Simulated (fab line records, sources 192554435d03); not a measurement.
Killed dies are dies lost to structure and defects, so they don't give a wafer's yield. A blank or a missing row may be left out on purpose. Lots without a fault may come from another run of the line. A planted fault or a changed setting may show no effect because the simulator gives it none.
A struck lot beside a sound one | flow n5_finfet | 14 steps out of a route of 1938
Sound: wafers L623.1, L623.4, L623.5. Struck: wafers L627.1, L627.5. The cause comes at the end.
At each step with rows: each side's tool, then ch and its chambers, then its first start. Under that, the readings that differ: sound wafers | struck wafers | difference of the means | sigmas: that difference in standard deviations of wafers without a fault.
alike: readings whose means differ by less than 2 such deviations, and words and numbers that are the same on both sides. not compared: withheld readings, readings that some wafer has no value for, bounds like >300 that may hide the same value, and numbers for which the record gives no deviation and whose values overlap.
The two part at a step that has a row with sigmas, a row that says differs or no value, or rows on one side only. Numbers that don't overlap but have no deviation are shown without sigmas and don't part them. A reading that every wafer of one side lacks parts them only if that side has two wafers or more.

first, 2 steps without rows for these wafers: N5_BEOL_M15_PRE_CLEAN_52 (time 15 s); N5_BEOL_M15_DEP_53 (deposits SiCN from 3MS/NH3, target thk 50 nm, time 17.8 s).
N5_BEOL_M15_RS_MEAS_54: measures by four-point-probe.
  sound on film_metro-02, day 12 07:20; struck on film_metro-02, day 13 04:25
  alike: M15_RS
N5_BEOL_M15_INSPECT_55: inspects for defects (darkfield).
  sound on defect_inspect-02, day 12 07:22; struck on defect_inspect-01, day 13 04:26
  alike: raw_defect_count
N5_BEOL_M15_RC_MEAS_101:
  sound on prober-01 ch 0, day 12 07:23; struck on prober-02 ch 0, day 13 04:28
  reading       | sound                 | struck          | difference | sigmas
  COMB_M6 (S/m) | 2.3e-11 1.4e-11 2e-11 | 3.8e-11 2.4e-11 | +1.2e-11   | +2
  alike: COMB_M10, COMB_M11, COMB_M12, COMB_M13, COMB_M14, COMB_M14_max_site, COMB_M15, COMB_M5, COMB_M7, COMB_M8, COMB_M9, SERP_M10, SERP_M11, SERP_M11_max_site, SERP_M12, SERP_M13, SERP_M14, SERP_M5, SERP_M6, SERP_M7, SERP_M8, SERP_M9
then, 1 step without rows for these wafers: N5_PASSIVATION_PECVD_00 (deposits SiO2 from SiH4/N2O, target thk 200 nm, time 11.2 s).
N5_MIM_BOT_DEGAS_01: time 60 s.
  sound on pvd_sputter-01, day 12 10:04; struck on pvd_sputter-02, day 13 06:05
  alike: heater_power_w
N5_MIM_BOT_SPUTTER_00: material TiN, target thk 35 nm, time 89.7 s.
  sound on pvd_sputter-01, day 12 10:06; struck on pvd_sputter-02, day 13 06:08
  alike: throttle_valve_pct
N5_MIM_TOP_ALD_00: deposits Al2O3, purge time 3 s, co reactant pulse time 3 s.
  sound on ald_hk-02 ch 1,2,3, day 12 10:12; struck on ald_hk-01 ch 0,2, day 13 06:14
  alike: precursor_pulse_height_rel
N5_MIM_TOP_ALD_01: deposits HfO2, target thk 5.6 nm, pulse time 1 s, purge time 3 s.
  sound on ald_hk-02 ch 1,2,3; struck on ald_hk-01 ch 0,2
  alike: precursor_pulse_height_rel
then, 1 step without rows for these wafers: N5_MIM_TOP_ALD_02 (deposits Al2O3, purge time 3 s, co reactant pulse time 3 s).
N5_MIM_TOP_DEGAS_04: time 60 s.
  sound on pvd_sputter-01, day 12 10:59; struck on pvd_sputter-01, day 13 06:49
  alike: heater_power_w
N5_MIM_TOP_SPUTTER_03: material TiN, target thk 35 nm, time 89.7 s.
  sound on pvd_sputter-01, day 12 11:01; struck on pvd_sputter-01, day 13 06:51
  reading                                     | sound      | struck    | difference | sigmas
  model.TiN_of_MIM_TOP_SPUTTER_03.thk_nm (nm) | 35.4 35 35 | 26.2 26.4 | -8.8       |
  alike: throttle_valve_pct
then, 1 step without rows for these wafers: N5_MIM_TOP_LITHO_HMDS_01 (time 60 s).

WHERE THEY PART
Only at N5_BEOL_M15_RC_MEAS_101, within this record. Later steps at which nothing parts them and some readings are alike: N5_MIM_BOT_DEGAS_01, N5_MIM_BOT_SPUTTER_00, N5_MIM_TOP_ALD_00, N5_MIM_TOP_ALD_01, N5_MIM_TOP_DEGAS_04, N5_MIM_TOP_SPUTTER_03.

WHY: what the simulator had put in
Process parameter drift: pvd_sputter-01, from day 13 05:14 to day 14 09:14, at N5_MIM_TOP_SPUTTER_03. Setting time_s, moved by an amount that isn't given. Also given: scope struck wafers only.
